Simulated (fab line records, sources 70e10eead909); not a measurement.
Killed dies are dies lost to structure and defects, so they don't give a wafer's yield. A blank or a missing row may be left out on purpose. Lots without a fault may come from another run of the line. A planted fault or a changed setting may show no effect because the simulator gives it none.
fab line records | flow nand_harc
record lots=12 wafers=34 last_day=32
route steps=1302 shown A_STAIRCASE@701 END@1302
lots that met no fault: from a run of the same line without faults
start_h: hours from the record's first day to the start of the lot's first wafer shown | wait_h: hours since the lot's step before | " the same as in the row above | L1.1+2: a row that stands for several wafers | - no value, or no start given | * or withheld: withheld | < > ~ a bound
route shown NAME@n: a module of which the file shows steps, and the number in the route of the first | usual: mean/standard deviation of fault-free wafers | same: alike in all rows | chamber/n: place in a boat | sites: the reading at each site | _std_site: their standard deviation | _edge_site: outer sites' mean less inner sites' | radius_mm: how far each site lies from the wafer's centre | mask NAME#n: copy n | behind: the tool/chamber that last shaped the wafer | hold: why the lot was held/for how many hours/how that ended | device: the transistor (n, p or np) that didn't switch | end of line: the same wafers' tests at the end of the route | a step without rows: its recipe alone | killed: dies lost to structure and defects at the first sort, not the wafer's yield | map: a wafer's dies, x killed, . not, _ none there
set.NAME: the setting as run; set.NAME@STEP: as run at that earlier step | model.NAME: the simulator's own value behind a step, which no gauge read
steps of the route over a sample of lots; a table a step, a row a wafer
services: from which hour (start_h, from the record's first day; less than 0 if before it) a tool's chamber was out of use, for how many hours, and why
## steps
# step NHARC_A_STAIRCASE_TRIM_187
# recipe time_s=211.2 o2_flow_sccm=500 ar_flow_sccm=0 bias_w=0 chemistry=O2
# usual drypump_motor_current_A=5.6/0.46 oes_product_au=1.002/0.0095 rf_vpp_V=57.8/1 run_length_s=232.6/0.54 showerhead_plenum_p_Torr=3.51/0.15 throttle_valve_pct=17.036/0.009
# columns lot.wafer tool chamber start_h wait_h drypump_motor_current_A oes_product_au rf_hours_counter_h rf_vpp_V run_length_s showerhead_plenum_p_Torr throttle_valve_pct
L596.3 rie_diel-01 0 334.45 0.1 4.9 0.995 44 59.1 233.1 3.48 17.040
L596.2 " 1 " " 5.8 1.002 50 57.4 232.0 3.30 17.021
L596.6 " 2 " " 5.9 0.995 - 56.8 233.5 3.72 17.046
L599.3 rie_diel-08 2 389.77 0.1 6.1 0.992 15 57.2 233.1 3.35 17.033
L599.4 " 3 " " 5.8 1.008 - 56.5 232.4 3.40 17.043
L599.5 " 0 " " 5.0 1.012 - 58.6 232.7 3.59 17.029
L602.3 rie_diel-08 3 390.79 0.1 5.8 1.006 19 57.2 232.6 3.40 17.031
L602.1 " 0 " " 5.0 1.013 17 59.1 233.2 3.59 17.053
L602.5 " 3 " " 5.8 1.008 - 58.4 232.2 3.40 17.039
L603.1 rie_diel-08 3 422.90 0.1 5.8 1.005 28 57.6 232.2 3.40 17.033
L603.4 " 0 " " 5.0 1.002 26 58.4 232.7 3.58 17.021
L603.6 " 2 " " 6.1 0.992 - 58.9 233.0 3.35 17.055
L605.1 rie_diel-01 1 428.63 0.1 5.8 1.012 23 56.7 231.6 3.29 17.038
L605.2 " 2 " " 5.9 0.996 21 58.3 233.1 3.70 17.027
L605.6 " 0 " " 5.0 0.998 - 57.5 232.2 3.46 17.040
L609.1 rie_diel-08 1 459.73 0.1 5.6 0.992 34 57.9 232.5 3.42 17.029
L609.5 " 2 " " 6.1 0.992 - 57.5 233.1 3.34 17.018
L610.2 rie_diel-01 1 473.24 0.1 5.8 1.003 37 57.4 231.9 3.28 17.047
L610.4 " 3 " " 5.5 1.011 37 58.3 232.8 3.63 17.044
L610.5 " 0 " " 4.9 1.008 - 57.1 232.3 3.45 17.036
L614.3 rie_diel-08 0 504.21 0.1 5.0 1.000 54 59.6 233.2 3.57 17.045
L614.6 " 3 " " 5.8 1.009 - 57.7 232.5 3.38 17.034
L614.5 " 0 " " 5.0 0.993 - 58.8 232.7 3.57 17.038
L613.6 rie_diel-08 1 505.29 0.2 5.6 0.984 - 56.4 232.7 3.41 17.024
L613.5 " 2 " " 6.1 1.000 - 56.5 232.8 3.33 17.035
L617.2 rie_diel-07 2 549.59 0.1 6.1 0.992 38 59.0 232.0 3.61 17.035
L617.4 " 0 " " 4.8 1.007 18 58.0 232.3 3.61 17.048
L617.5 " 3 " " 4.7 0.994 - 57.5 232.1 3.37 17.025
L618.4 rie_diel-01 1 550.15 0.2 5.8 1.004 2 57.7 231.8 3.81 17.027
L618.1 " 2 " " 5.9 1.006 2 58.5 233.2 3.68 17.025
L618.2 " 3 " " 5.5 1.000 2 57.2 232.5 3.61 17.019
L619.1 rie_diel-01 1 561.44 0.1 5.8 1.019 7 57.7 231.8 3.80 17.039
L619.2 " 3 " " 5.6 0.997 6 57.4 232.9 3.61 17.026
L619.3 " 0 " " 4.9 1.014 6 58.0 232.4 3.44 17.039
# step NHARC_A_STAIRCASE_ETCH_190
# recipe target_depth_a=1000 time_s=40.5 ion_energy_ev=400 c4f8_flow_sccm=20 o2_flow_sccm=10 ar_flow_sccm=withheld rf_w=600 bias_w=1000 chemistry=C4F8/O2
# usual oes_product_au=0.946/0.011 rf_vpp_V=895/5.5
# columns lot.wafer tool chamber start_h wait_h oes_product_au rf_hours_counter_h rf_vpp_V
L596.3 rie_diel-01 0 - - 0.959 45 895
L596.2 " 3 " " 0.966 47 901
L596.6 " 0 " " 0.963 - 896
L599.3 rie_diel-08 0 - - 0.951 17 898
L599.5 " 2 " " 0.939 - 890
L599.4 " 0 " " 0.943 - 898
L602.1 rie_diel-08 2 - - 0.932 16 890
L602.3 " 3 " " 0.955 19 891
L602.5 " 2 " " 0.937 - 890
L603.4 rie_diel-08 0 - - 0.963 26 898
L603.1 " 2 " " 0.942 23 890
L603.6 " 1 " " 0.952 - 892
L605.1 rie_diel-01 3 - - 0.947 16 900
L605.2 " 0 " " 0.970 20 893
L605.6 " 2 " " 0.938 - 901
L609.1 rie_diel-08 3 - - 0.963 40 889
L609.5 " 1 " " 0.925 - 891
L610.2 rie_diel-01 2 - - 0.957 38 902
L610.4 " 0 " " 0.962 36 893
L610.5 " 1 " " 0.951 - 885
L614.3 rie_diel-08 3 - - 0.951 58 890
L614.6 " 0 " " 0.944 - 897
L614.5 " 1 " " 0.931 - 892
L613.5 rie_diel-08 3 - - 0.943 - 891
L613.6 " 0 " " 0.933 - 896
L617.4 rie_diel-07 0 - - 0.939 18 900
L617.2 " 1 " " 0.955 35 904
L617.5 " 0 " " 0.940 - 899
L618.4 rie_diel-01 1 - - 0.949 2 907
L618.2 " 3 " " 0.935 2 899
L618.1 " 0 " " 0.962 2 892
L619.1 rie_diel-01 3 - - 0.946 6 900
L619.3 " 1 " " 0.952 7 906
L619.2 " 2 " " 0.966 6 902
# step NHARC_A_STAIRCASE_TRIM_196
# recipe time_s=211.2 o2_flow_sccm=500 ar_flow_sccm=0 bias_w=0 chemistry=O2
# usual drypump_motor_current_A=5.5/0.49 oes_product_au=1.002/0.01 rf_vpp_V=57.9/0.9 run_length_s=232.6/0.54 showerhead_plenum_p_Torr=3.50/0.15 throttle_valve_pct=17.037/0.0092
# columns lot.wafer tool chamber start_h wait_h drypump_motor_current_A oes_product_au rf_hours_counter_h rf_vpp_V run_length_s showerhead_plenum_p_Torr throttle_valve_pct
L596.2 rie_diel-08 2 335.47 0.1 6.0 0.990 52 59.5 233.3 3.36 17.034
L596.3 " 0 " " 4.9 1.010 49 59.4 233.6 3.60 17.035
L596.6 " 1 " " 5.6 1.017 - 57.5 232.9 3.44 17.046
L599.3 rie_diel-07 3 390.97 0.1 4.7 1.015 38 57.2 232.0 3.40 17.031
L599.4 " 1 " " 5.7 1.012 - 59.2 231.8 3.78 17.034
L599.5 " 3 " " 4.7 1.017 - 56.6 232.0 3.40 17.047
L602.3 rie_diel-08 0 391.97 0.1 5.0 1.010 18 57.5 233.0 3.59 17.051
L602.1 " 3 " " 5.8 1.003 20 57.5 232.8 3.40 17.053
L602.5 " 0 " " 5.0 1.007 - 58.4 232.8 3.59 17.031
L603.1 rie_diel-07 0 423.95 0.1 4.8 0.986 46 59.5 232.1 3.63 17.031
L603.4 " 1 " " 5.7 1.014 42 59.4 231.5 3.78 17.025
L603.6 " 3 " " 4.7 1.014 - 57.3 232.2 3.39 17.026
L605.2 rie_diel-01 3 429.71 0.1 5.6 1.005 17 58.0 232.6 3.64 17.030
L605.1 " 1 " " 5.8 0.997 23 57.6 231.9 3.29 17.041
L605.6 " 2 " " 5.9 1.002 - 57.6 233.8 3.70 17.037
L609.1 rie_diel-08 0 460.76 0.1 5.0 1.006 39 59.0 233.4 3.58 17.045
L609.5 " 1 " " 5.6 1.000 - 58.8 226.3 3.42 17.044
L610.2 rie_diel-01 3 474.31 0.1 5.5 1.018 37 58.0 232.9 3.63 17.046
L610.4 " 0 " " 4.9 1.005 37 58.6 232.7 3.45 17.042
L610.5 " 1 " " 5.8 1.000 - 57.9 232.0 3.28 17.051
L614.3 rie_diel-08 3 505.36 0.2 5.8 1.010 58 57.0 232.4 3.38 17.034
L614.6 " 1 " " 5.6 0.996 - 58.1 232.8 3.41 17.036
L614.5 " 2 " " 6.1 0.996 - 56.6 226.4 3.33 17.039
L613.6 rie_diel-08 1 506.60 0.1 5.6 0.994 - 56.5 232.6 3.41 17.030
L613.5 " 2 " " 6.1 0.996 - 57.9 226.4 3.33 17.040
L617.4 rie_diel-07 2 550.84 0.1 6.1 0.994 39 58.6 231.8 3.61 17.044
L617.2 " 3 " " 4.7 0.995 40 59.7 232.2 3.37 17.027
L617.5 " 3 " " 4.7 0.993 - 59.1 232.6 3.37 17.054
L618.1 rie_diel-07 2 552.03 0.1 6.1 0.991 39 57.9 232.3 3.61 17.027
L618.4 " 3 " " 4.6 1.006 40 57.2 232.4 3.37 17.024
L618.2 " 0 " " 4.8 0.992 18 57.9 232.3 3.61 17.045
L619.2 rie_diel-01 0 562.46 0.1 4.9 1.020 7 56.8 232.3 3.44 17.032
L619.1 " 2 " " 5.9 1.013 6 57.7 233.3 3.67 17.037
L619.3 " 3 " " 5.6 1.002 6 59.8 233.0 3.61 17.054
# step NHARC_A_STAIRCASE_ETCH_197
# recipe target_depth_a=1000 time_s=40.5 ion_energy_ev=400 c4f8_flow_sccm=20 o2_flow_sccm=10 ar_flow_sccm=withheld rf_w=600 bias_w=1000 chemistry=C4F8/O2
# usual oes_product_au=0.952/0.017 rf_vpp_V=895/5.4
# columns lot.wafer tool chamber start_h wait_h oes_product_au rf_hours_counter_h rf_vpp_V
L596.2 rie_diel-08 1 - - 0.948 56 893
L596.3 " 2 " " 0.947 52 891
L596.6 " 0 " " 0.973 - 899
L599.3 rie_diel-07 3 - - 0.996 39 892
L599.4 " 3 " " 0.985 - 893
L599.5 " 0 " " 0.950 - 899
L602.3 rie_diel-08 3 - - 0.958 20 893
L602.1 " 2 " " 0.934 16 890
L602.5 " 0 " " 0.951 - 899
L603.1 rie_diel-07 2 - - 0.981 40 900
L603.4 " 1 " " 0.985 42 905
L603.6 " 2 " " 0.972 - 901
L605.1 rie_diel-01 2 - - 0.940 22 901
L605.2 " 0 " " 0.956 20 893
L605.6 " 1 " " 0.958 - 888
L609.1 rie_diel-08 1 - - 0.936 34 892
L609.5 " 0 " " 0.943 - 898
L610.2 rie_diel-01 0 - - 0.962 37 893
L610.4 " 2 " " 0.944 38 901
L610.5 " 3 " " 0.964 - 901
L614.3 rie_diel-08 0 - - 0.934 55 897
L614.5 " 0 " " 0.930 - 898
L614.6 " 1 " " 0.919 - 892
L613.5 rie_diel-08 2 - - 0.942 - 888
L613.6 " 3 " " 0.966 - 891
L617.4 rie_diel-07 3 - - 0.933 40 891
L617.2 " 1 " " 0.937 35 905
L617.5 " 2 " " 0.930 - 899
L618.4 rie_diel-07 1 - - 0.978 35 904
L618.2 " 2 " " 0.949 39 899
L618.1 " 0 " " 0.963 18 898
L619.3 rie_diel-01 2 - - 0.958 6 902
L619.2 " 3 " " 0.948 6 900
L619.1 " 1 " " 0.946 7 907
# step NHARC_END_SORT_01
# recipe temp_c=25
# usual killed_at_array=62/18 killed_at_other=0.9/1.2 killed_at_periphery=4.2/2.9 killed_dies=67/17 killed_open=3.6/1.9 killed_short=2.5/1.6
# same gross_dies=677
# columns lot.wafer tool chamber start_h wait_h killed_at_array killed_at_other killed_at_periphery killed_dies killed_open killed_short
L609.5 prober-01 0 670.16 3.7 67 1 5 73 2 2
# killed by level:class
L609.5 A_SLIT:chamber_film_flake=30 A_CHANNEL_HOLE_D1:chamber_film_flake=27 A_STAIRCASE:chamber_film_flake=4 P_BONDPAD:chamber_film_flake=2 P_GATE:geometric_particle:open=1 A_ONON_D1:geometric_particle:short=1 A_ONON_D1:geometric_particle:open=1 A_CHANNEL_FILL_D2:geometric_particle:short=1
## services
# columns tool chamber start_h hours kind
rie_diel-08 0 324.62 - clean
rie_diel-08 1 324.62 - clean
rie_diel-08 2 324.62 - clean
rie_diel-08 3 324.62 - clean
rie_diel-08 - 344.08 9.0 pm
rie_diel-08 0 344.08 9.0 vent_cycle
rie_diel-08 1 344.08 9.0 vent_cycle
rie_diel-08 2 344.08 9.0 vent_cycle
rie_diel-08 3 344.08 9.0 vent_cycle
rie_diel-08 0 353.08 - clean
rie_diel-08 0 353.08 - consumable_replace:focus_ring
rie_diel-08 1 353.08 - clean
rie_diel-08 1 353.08 - consumable_replace:focus_ring
rie_diel-01 - 357.45 9.0 pm
rie_diel-07 2 388.69 8.6 repair
rie_diel-08 1 388.98 4.8 repair
rie_diel-07 2 441.62 3.3 repair
rie_diel-01 0 445.29 6.0 repair
rie_diel-07 - 447.46 9.0 pm
rie_diel-07 0 505.31 35.7 repair
rie_diel-08 - 521.13 9.0 pm
rie_diel-08 0 531.37 11.6 repair
rie_diel-01 - 534.69 9.0 pm
rie_diel-08 2 535.16 2.0 repair
## key
first_sign step=NHARC_A_STAIRCASE_TRIM_196 reading=run_length_s direction=down sigmas=12 usual=* struck=*
effect none on later readings
met_at NHARC_A_STAIRCASE_TRIM_196
struck_lots L609,L613,L614
struck_wafers L609.5,L613.5,L614.5
tester_left_out L609,L613,L614
not_acting_at NHARC_A_STAIRCASE_TRIM_187,NHARC_A_STAIRCASE_ETCH_190,NHARC_A_STAIRCASE_ETCH_197
onset_between 391.97 460.76
fault kind=process_parameter_drift tool=rie_diel-08 chamber=- onset_h=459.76 steps=NHARC_A_STAIRCASE_TRIM_196 channel=time_s offset=* shape=step end_h=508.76 scope=struck_wafers_only acts_in=* stated=*
# tester_left_out: of these lots the tester's yield and bins aren't shown, on N5 and GAA mostly nor the transistor test; their killed dies are dies lost to structure and defects alone, not to doping, threshold or leakage, so they don't give the yield
